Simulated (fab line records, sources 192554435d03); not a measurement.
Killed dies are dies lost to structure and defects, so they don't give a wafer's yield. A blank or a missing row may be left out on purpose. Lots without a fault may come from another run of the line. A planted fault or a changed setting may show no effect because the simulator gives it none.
One fault seen from 2 desks | flow n5_finfet | each desk has only its own numbers; what lay behind them comes last

THE TOOL OWNER'S DESK: cvd_co-02
The tool's own readings at N5_BEOL_M0_CVD_115 (deposits Co from CCTBA/H2, time 120 s): means of the sampled wafers that have a number, for each lot that ran on this tool. A lot is out of limits, marked OUT, if its mean lies more than 4 standard deviations from the usual mean; the brackets give that distance.
Columns: A = run_length_s at N5_BEOL_M0_CVD_115, usual 142.6 s
lot  | first seen here | A
L318 | day 6 01:22     | 142.4
L319 | day 6 02:48     | 142.8
L321 | day 6 19:10     | 142.8
L325 | day 7 23:03     | 142.8
L330 | day 8 21:14     | 195.6 (+99 or more) OUT
This desk's finding: out of limits on L330; first on L330, day 8 21:14 (run_length_s at N5_BEOL_M0_CVD_115). In limits: L318, L319, L321, L325.

THE METROLOGY DESK
What the gauges read, lot by lot, whatever tool the lot ran on: means of the sampled wafers that have a number. A lot is out of limits, marked OUT, if its mean lies more than 4 standard deviations from the usual mean; the brackets give that distance. Of its 11 readings 7 are shown: those that lie furthest out on some lot.
Columns: A = trench_depth_nm at N5_BEOL_M0_OCD_MEAS_108, usual 32.9 nm; B = DIBL_N at N5_BEOL_M4_RC_MEAS_101, usual 36.5 mV/V; C = DIBL_P at N5_BEOL_M4_RC_MEAS_101, usual 36.6 mV/V; D = IOFF_N at N5_BEOL_M4_RC_MEAS_101, usual 0.17 nA/um; E = IOFF_P at N5_BEOL_M4_RC_MEAS_101, usual 0.21 nA/um; F = VT_N at N5_BEOL_M4_RC_MEAS_101, usual 250 mV; G = VT_P at N5_BEOL_M4_RC_MEAS_101, usual -250 mV
lot  | first seen here | A    | B    | C    | D    | E    | F   | G
L318 | day 5 23:28     | 32.9 | 35.7 | 34.9 | 0.17 | 0.23 | 248 | -247
L319 | day 6 01:37     | 32.7 | 34.5 | 34.0 | 0.12 | 0.18 | 257 | -252
L320 | day 6 08:38     | 31.6 | 36.0 | 35.8 | 0.15 | 0.20 | 252 | -253
L321 | day 6 18:04     | 33.0 | 39.1 | 40.3 | 0.19 | 0.24 | 247 | -248
L322 | day 6 18:40     | 32.6 | 38.8 | 37.7 | 0.24 | 0.29 | 244 | -245
L325 | day 7 20:22     | 32.7 | 37.3 | 37.0 | 0.18 | 0.20 | 248 | -254
L330 | day 8 19:56     | 32.2 | 37.4 | 38.5 | 0.16 | 0.21 | 250 | -252
L334 | day 9 20:51     | 33.6 | 35.5 | 36.7 | 0.16 | 0.21 | 250 | -250
L336 | day 10 07:23    | 34.3 | 39.3 | 39.1 | 0.21 | 0.24 | 249 | -250
L337 | day 10 16:53    | 33.0 | 36.0 | 35.9 | 0.13 | 0.16 | 254 | -258
L340 | day 11 14:20    | 32.5 | 36.1 | 36.0 | 0.16 | 0.21 | 250 | -248
This desk's finding: nothing out of limits on any of the 11 lots.

PUT TOGETHER
The tool owner's desk could have raised an alarm at day 8 21:14, on L330.
The metrology desk saw nothing out of limits.
The metrology desk has L330 on record, within its limits.
Of the lots named, all ran N5_BEOL_M0_CVD_115 on cvd_co-02.

WHAT THE SIMULATOR HAD PUT IN
Process parameter drift: cvd_co-02, from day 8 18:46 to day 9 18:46, at N5_BEOL_M0_CVD_115. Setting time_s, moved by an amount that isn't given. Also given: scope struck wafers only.
Lots struck among those shown: L330.
Hours from the fault's start to each desk's first reading out of limits: the tool owner's desk, 2.
